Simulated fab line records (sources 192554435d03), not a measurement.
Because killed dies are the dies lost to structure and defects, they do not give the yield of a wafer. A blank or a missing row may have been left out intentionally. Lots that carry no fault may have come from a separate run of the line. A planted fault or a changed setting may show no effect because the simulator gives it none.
Which tool was responsible? | flow n5 finfet | 36 wafers sampled from 12 lots at 1 step of a route of 1938

== WHAT THE GAUGES SHOWED, per wafer ==
N5_SD_EPI_N_OVL_MEAS_10.
lot  | measured    | on         | SD_N_BLK_OVL (nm)
L075 | day 3 08:29 | overlay-01 | -0.4 1.0 0.2
L077 | day 3 20:46 | overlay-02 | 0.1 1.1 0.0
L079 | day 4 06:48 | overlay-02 | 1.2 0.5 2.4
L081 | day 4 19:34 | overlay-02 | 2.4 0.5 1.3
L083 | day 5 08:20 | overlay-01 | -0.3 -0.8 -1.1
L085 | day 5 19:53 | overlay-01 | 0.7 -0.2 0.6
L087 | day 6 08:01 | overlay-01 | -0.3 -0.3 -0.7
L089 | day 6 18:22 | overlay-02 | 0.6 2.6 2.0
L091 | day 7 07:22 | overlay-01 | 0.1 0.1 -0.7
L093 | day 7 19:18 | overlay-01 | 0.0 0.0 -0.4
L095 | day 8 06:49 | overlay-01 | 0.5 -0.8 0.1
L097 | day 8 21:34 | overlay-01 | 0.1 -1.6 -1.6

== WHICH TOOL RAN EACH LOT (tool, then ch and the chambers of the sampled wafers, then the start) ==
Record: no process step prior to these readings.

== THE ANSWER, worked out from the rows above alone ==
Rule: the usual values come from the lots themselves. The widest of any qualifying gaps counts: lots, ordered by their means at a reading, are off when they make up no more than a third of the lots, leave a main group of 4 or more, and stand apart from it by 3 or more times the standard deviation of that group's means. A main group is skipped when, at the precision printed for the reading in the tables above, its means are all equal. A lot without any number at a reading at which 4 lots or more have one is off too. Any other lot the step has rows for is counted as sound.
No lot is off at any reading shown: from this, nothing can be told.

== WHAT HAD BEEN PUT IN BY THE SIMULATOR ==
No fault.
